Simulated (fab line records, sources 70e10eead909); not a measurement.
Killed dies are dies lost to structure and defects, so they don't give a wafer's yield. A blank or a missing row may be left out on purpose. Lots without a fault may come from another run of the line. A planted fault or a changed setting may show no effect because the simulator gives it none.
Which tool did it? | flow nand_harc | 24 lots, 72 wafers sampled, at 3 steps of a route of 1159

WHAT THE GAUGES READ, wafer by wafer
NHARC_A_BLC_CD_MEAS_19. Usual: cd_nm 100.2 nm, standard deviation 1.9.
lot  | measured     | on        | cd_nm (nm)        | flag
L075 | day 17 16:44 | cd_sem-02 | 101.6 95.4 102.5  |
L076 | day 17 17:05 | cd_sem-03 | 100.8 98.7 99.5   |
L078 | day 17 18:17 | cd_sem-01 | 102.6 101.6 103.0 |
L074 | day 17 20:27 | cd_sem-01 | 103.4 97.0 99.2   |
L079 | day 18 12:26 | cd_sem-03 | 101.0 102.9 102.7 |
L077 | day 18 16:01 | cd_sem-03 | 98.2 99.5 102.5   |
L080 | day 19 02:30 | cd_sem-01 | 99.6 100.0 99.7   |
L081 | day 19 06:37 | cd_sem-01 | 100.0 99.0 99.7   |
L082 | day 19 15:02 | cd_sem-02 | 99.9 97.5 98.2    |
L084 | day 19 15:43 | cd_sem-02 | 99.1 100.9 100.9  |
L083 | day 19 15:52 | cd_sem-03 | 99.3 102.5 98.6   |
L085 | day 20 04:19 | cd_sem-02 | 100.9 96.0 100.7  |
L086 | day 20 07:23 | cd_sem-01 | 99.3 98.9 97.0    |
L087 | day 20 10:22 | cd_sem-01 | 101.5 99.1 98.4   |
L089 | day 20 14:03 | cd_sem-03 | 100.0 100.3 98.8  |
L088 | day 20 15:58 | cd_sem-01 | 101.0 98.4 98.3   |
L091 | day 21 09:58 | cd_sem-02 | 100.8 100.3 99.4  |
L090 | day 21 14:44 | cd_sem-01 | 102.5 101.4 100.6 |
L092 | day 21 15:02 | cd_sem-03 | 100.5 101.1 99.0  |
L095 | day 22 00:59 | cd_sem-01 | 101.5 100.2 101.7 |
L093 | day 22 01:28 | cd_sem-03 | 98.8 99.3 101.6   |
L094 | day 22 10:18 | cd_sem-03 | 104.0 99.0 101.5  |
L096 | day 22 20:19 | cd_sem-02 | 101.5 102.5 100.5 |
L097 | day 22 21:22 | cd_sem-03 | 101.4 101.7 100.5 |

NHARC_A_M0_INSPECT_11. Usual: raw_defect_count 33, standard deviation 15.
lot  | measured     | on                | raw_defect_count | flag
L075 | day 17 20:07 | defect_inspect-02 | 22 22 18         |
L076 | day 17 20:38 | defect_inspect-02 | 28 33 31         |
L078 | day 17 21:25 | defect_inspect-01 | 5 13 7           |
L074 | day 17 23:28 | defect_inspect-02 | 34 37 30         |
L079 | day 18 15:45 | defect_inspect-02 | 38 38 42         |
L077 | day 18 19:05 | defect_inspect-01 | 23 20 26         |
L080 | day 19 06:25 | defect_inspect-01 | 32 39 38         |
L081 | day 19 13:55 | defect_inspect-01 | 17 16 10         |
L082 | day 19 18:05 | defect_inspect-02 | 28 27 18         |
L084 | day 19 18:36 | defect_inspect-02 | 37 26 33         |
L083 | day 19 18:53 | defect_inspect-01 | 26 28 36         |
L085 | day 20 08:17 | defect_inspect-01 | 39 31 30         |
L086 | day 20 10:19 | defect_inspect-02 | 25 26 33         |
L087 | day 20 13:24 | defect_inspect-02 | 35 46 45         |
L089 | day 20 20:13 | defect_inspect-02 | 56 63 45         |
L088 | day 20 23:43 | defect_inspect-02 | 14 16 14         |
L091 | day 21 14:43 | defect_inspect-02 | 14 25 12         |
L090 | day 21 17:56 | defect_inspect-01 | 52 60 67         |
L092 | day 21 18:25 | defect_inspect-01 | 48 38 30         |
L095 | day 22 06:23 | defect_inspect-02 | 25 23 20         |
L093 | day 22 06:50 | defect_inspect-02 | 50 48 50         |
L094 | day 22 13:46 | defect_inspect-01 | 47 65 54         |
L096 | day 22 23:56 | defect_inspect-02 | 40 37 36         |
L097 | day 23 00:22 | defect_inspect-02 | 34 37 39         |

WHICH TOOL RAN EACH LOT (tool, then ch and the chambers of the sampled wafers, then the start)
lot  | NHARC_A_BLC_CMP_25
L075 | cmp-02 ch 0,1,3, day 17 18:47
L076 | cmp-04 ch 0,2,3, day 17 19:13
L078 | cmp-01 ch 1,2, day 17 19:58
L074 | cmp-02 ch 1,3, day 17 22:02
L079 | cmp-02 ch 0,1,3, day 18 14:23
L077 | cmp-01 ch 0,1, day 18 17:38
L080 | cmp-04 ch 0,2,3, day 19 04:46
L081 | cmp-02 ch 2,3, day 19 12:08
L082 | cmp-02 ch 0,2,3, day 19 16:43
L084 | cmp-04 ch 0,1,2, day 19 17:19
L083 | cmp-02 ch 0,1, day 19 17:28
L085 | cmp-02 ch 1,2, day 20 06:49
L086 | cmp-02 ch 2,3, day 20 08:59
L087 | cmp-04 ch 0,2,3, day 20 11:59
L089 | cmp-04 ch 0,2,3, day 20 18:22
L088 | cmp-02 ch 0,3, day 20 22:09
L091 | cmp-01 ch 1,2,3, day 21 13:26
L090 | cmp-01 ch 1,3, day 21 16:30
L092 | cmp-02 ch 1,2, day 21 16:56
L095 | cmp-02 ch 1,2,3, day 22 05:01
L093 | cmp-04 ch 0,1,2, day 22 05:26
L094 | cmp-02 ch 1,2,3, day 22 12:23
L096 | cmp-02 ch 0,3, day 22 21:53
L097 | cmp-01 ch 0,2,3, day 22 22:56
- NHARC_A_BLC_CMP_25: polishes, t overpolish 30 s, target thk 150 nm.

WHAT THE TOOLS THEMSELVES READ (means of the sampled wafers that have a number; where no wafer has one, the mark that the record gives instead)
NHARC_A_BLC_CMP_25. Usual: motor_current_A 11.5 A, standard deviation 1.3; overpolish_run_s 30.001 s, standard deviation 0.009; time_to_endpoint_s 29.2 s, standard deviation 2.7.
lot  | tool   | motor_current_A (A) | overpolish_run_s (s) | time_to_endpoint_s (s) | flag
L075 | cmp-02 | 11.2                | 30.011               | 26.8                   |
L076 | cmp-04 | 10.9                | 30.007               | 30.8                   |
L078 | cmp-01 | 12.6                | 29.991               | 31.6                   |
L074 | cmp-02 | 10.1                | 29.998               | 27.6                   |
L079 | cmp-02 | 11.6                | 30.000               | 26.8                   |
L077 | cmp-01 | 11.3                | 30.007               | 29.5                   |
L080 | cmp-04 | 11.1                | 30.000               | 32.5                   |
L081 | cmp-02 | 11.5                | 30.001               | 28.7                   |
L082 | cmp-02 | 12.0                | 30.004               | 30.0                   |
L084 | cmp-04 | 10.9                | 30.005               | 30.8                   |
L083 | cmp-02 | 12.2                | 29.993               | 28.4                   |
L085 | cmp-02 | 10.0                | 30.007               | 26.0                   |
L086 | cmp-02 | 11.5                | 30.002               | 28.2                   |
L087 | cmp-04 | 11.4                | 30.010               | 31.9                   |
L089 | cmp-04 | 11.3                | 30.004               | 30.8                   |
L088 | cmp-02 | 12.8                | 30.007               | 32.9                   |
L091 | cmp-01 | 11.7                | 29.998               | 28.4                   |
L090 | cmp-01 | 11.5                | 30.003               | 26.6                   |
L092 | cmp-02 | 10.6                | 29.997               | 27.8                   |
L095 | cmp-02 | 10.5                | 30.012               | 26.4                   |
L093 | cmp-04 | 11.4                | 29.995               | 29.2                   |
L094 | cmp-02 | 10.5                | 29.999               | 27.8                   |
L096 | cmp-02 | 12.5                | 29.999               | 29.2                   |
L097 | cmp-01 | 11.8                | 29.999               | 27.9                   |

THE ANSWER, worked out from the rows above alone
Rule: a lot is off if the mean of its wafers that have a number lies more than 3 standard deviations from the usual mean. A lot without any number at a reading at which 4 lots or more have one is off too. The other lots that the step has rows for count as sound. The gauges are gone through in route order, then the tools' own readings, and for those a lot's mean is taken as printed above. The first step at which some lot is off is used, and at that step the reading that is off furthest; a lot without a number counts as furthest.
No lot is off at any reading shown: from this, nothing can be told.

WHAT THE SIMULATOR HAD PUT IN
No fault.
